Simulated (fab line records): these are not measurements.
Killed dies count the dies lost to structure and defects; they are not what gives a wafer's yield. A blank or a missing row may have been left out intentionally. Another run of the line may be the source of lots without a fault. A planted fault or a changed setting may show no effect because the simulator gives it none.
Struck lot and sound lot, side by side    flow n5-finfet    37 steps out of a route of 1938
Sound: the wafers L700.1, L700.3, L700.5. The struck wafers were L694.1, L694.2, L694.6. At the end, the cause is stated.
Per side, at each step with rows, come the tool, then ch with its chambers, and then its first start. Under that, the readings that differ: sound wafers    struck wafers    difference of the means    sigmas: that difference in standard deviations of wafers without a fault.
alike: readings with means less than 2 such deviations apart, plus words and numbers identical on both sides. not compared: withheld readings, readings lacking a value on some wafer, bounds such as >300 that could conceal the same value, and numbers that have no deviation in the record and whose values overlap.
The two part at a step that has a row with sigmas, a row that says differs or no value, or rows on one side only. Numbers that don't overlap but have no deviation are shown without sigmas and don't part them. Lack of a reading on every wafer of one side parts them only where that side has two or more wafers.

first, 9 steps without rows for these wafers: N5_PMOS_HMC_CHANNEL_EPI_EXPOSE_06 (exposes mask PMOS HMC BLK, target cd 240 nm); N5_PMOS_HMC_CHANNEL_EPI_PEB_07 (peb time 60 s); N5_PMOS_HMC_CHANNEL_EPI_DEVELOP_08 (develop time 30 s); N5_PMOS_HMC_CHANNEL_EPI_DESCUM_14 (chemistry O2, time 7.9 s); N5_PMOS_HMC_CHANNEL_EPI_ETCH_32 (etches BARC in N2/H2, stops on SiO2, target depth 85.8 nm, time 50.3 s); N5_PMOS_HMC_CHANNEL_EPI_HM_OPEN_15 (chemistry CHF3/O2, target SiO2, target depth 40.6 nm, time 20.3 s); N5_PMOS_HMC_CHANNEL_EPI_STRIP_33 (strips in N2/H2); N5_PMOS_HMC_CHANNEL_EPI_STRIP_17 (strips in SPM, time 750 s); N5_PMOS_HMC_CHANNEL_EPI_ETCH_38 (etches SiO2 in CF4, target depth 1.5 nm).
N5_PMOS_HMC_CHANNEL_EPI_FIN_RECESS_16: chemistry HBr/Cl2, target Si, target depth 54 nm, time 18 s.
  sound on rie-si-03 ch 0,3, day 6 13:56; struck on rie-si-05 ch 2,3, day 4 23:52
reading                                                   sound              struck             difference  sigmas
throttle-valve-pct (%)                                    35.22 34.94 34.93  35.54 35.64 35.62  +0.57       +2
model.PMOS_HMC_CHANNEL_EPI.feature-depth-nm (nm)          54.27 54.8 55.43   36.68 37.56 37.34  -17.64      
model.etch.depth-nm (nm)                                  54.27 54.8 55.43   36.68 37.56 37.34  -17.64      
model.SiO2_of_PMOS_HMC_CHANNEL_EPI_HM_DEP_34.thk-nm (nm)  31.03 29.85 31.11  31.41 31.14 31.82  +0.79       
  alike: drypump-motor-current-A, oes-product-au
  not compared: rf-hours-counter-h
then, 1 step without rows for these wafers: N5_PMOS_HMC_CHANNEL_EPI_PRECLEAN_36 (cleans in O3/DIW, time 45 s).
N5_PMOS_HMC_CHANNEL_EPI_PRECLEAN_18: cleans in DHF, time 30 s.
  sound on wet-bench-06 ch 0,2,7, day 6 14:02; struck on wet-bench-03 ch 1,2,4, day 4 23:59
  not compared: model.SiO2_of_PMOS_HMC_CHANNEL_EPI_HM_DEP_34.thk-nm
then, 5 steps without rows for these wafers: N5_PMOS_HMC_CHANNEL_EPI_SRD_19 (time 30 s); N5_PMOS_HMC_CHANNEL_EPI_EPI_20 (deposits SiGe30, target thk 59 nm); N5_PMOS_HMC_CHANNEL_EPI_HM_STRIP_35 (strips SiO2 in dHF, material SiO2, target depth 39.6 nm, time 216 s); N5_PMOS_HMC_CHANNEL_EPI_SRD_39 (time 30 s); N5_PMOS_HMC_CHANNEL_EPI_CMP_21 (polishes SiGe30, target thk 54 nm).
N5_PMOS_HMC_CHANNEL_EPI_THK_MEAS_22:
  sound on film-metro-01, day 6 15:44; struck on film-metro-02, day 5 01:40
reading           sound           struck          difference  sigmas
HMC_CMP_THK (nm)  54.3 54.8 55.5  36.6 37.7 37.5  -17.6       -20
then, 17 steps without rows for these wafers: N5_PMOS_HMC_CHANNEL_EPI_PRECLEAN_40 (cleans in DHF, time 30 s); N5_PMOS_HMC_CHANNEL_EPI_PRECLEAN_37 (cleans in O3/DIW, time 45 s); N5_PMOS_HMC_CHANNEL_EPI_PRECLEAN_24 (cleans in DHF, time 30 s); N5_PMOS_HMC_CHANNEL_EPI_SRD_25 (time 30 s); N5_PMOS_HMC_CHANNEL_EPI_EPI_26 (deposits Si from SiH4/H2, target thk 3.8 nm, time 22.7 s); N5_FIN_SAQP_PRECLEAN_42 (cleans in O3/DIW, time 60 s); N5_FIN_SAQP_PRECLEAN_00 (cleans in SC1, time 60 s); N5_FIN_SAQP_PRECLEAN_44 (cleans in SC2, time 45 s); N5_FIN_SAQP_SRD_01 (time 30 s); N5_FIN_SAQP_ALD_61 (deposits SiO2, target thk 4 nm, pulse time 1 s, purge time 2 s); N5_FIN_SAQP_DENSIFY_62 (time 60 s); N5_FIN_SAQP_HM_DEP_03 (deposits SiNx from SiH4/NH3/N2, target thk 38 nm, time 33.6 s); N5_FIN_SAQP_PECVD_47 (deposits a-Si from SiH4/He, target thk 45 nm, time 36.3 s); N5_FIN_SAQP_PECVD_48 (deposits SiNx from SiH4/NH3/N2, target thk 25 nm, time 22.1 s); N5_FIN_SAQP_PECVD_06 (deposits a-Si from SiH4/He, target thk 60 nm, time 48.1 s); N5_FIN_SAQP_HM_DEP_72 (deposits SiO2 from SiH4/N2O, target thk 12 nm, time 7.2 s); N5_FIN_SAQP_COAT_49 (time 60 s, resist thk 100 nm).
-- the record jumps here: 6 days lie between the struck wafers' starts before and after (it left off in module FIN_SAQP and takes up again in module BEOL_M4, whose first step shown is number 1111 of the route) --
N5_BEOL_M4_RC_MEAS_101:
  sound on prober-01 ch 0, day 12 12:43; struck on prober-02 ch 0, day 11 09:36
reading        sound           struck          difference  sigmas
CJ_P           5.78 5.54 5.54  6.55 6.48 6.59  +0.92       +5
ION_P (uA/um)  464 462 470     396 403 406     -64         -7
  alike: DIBL_N, DIBL_P, IOFF_N, IOFF_P, ION_N, SS_N, SS_P, VT_N, VT_P
-- a jump in the record: the struck wafers' starts before and after are 4 days apart (it breaks off in module BEOL_M4 and resumes in module PASSIVATION, where the first step shown is number 1936 of the route) --
N5_PASSIVATION_PROBE_49:
  rows exist in the record for the struck wafers here (prober-01, day 15 19:22), but not for the sound ones

WHERE THEY PART
At N5_PMOS_HMC_CHANNEL_EPI_FIN_RECESS_16 first; at N5_PASSIVATION_PROBE_49 last (within this record only).

WHY: the cause the simulator had injected
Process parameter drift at N5_PMOS_HMC_CHANNEL_EPI_FIN_RECESS_16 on rie-si-05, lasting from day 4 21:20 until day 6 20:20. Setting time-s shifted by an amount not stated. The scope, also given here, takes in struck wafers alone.
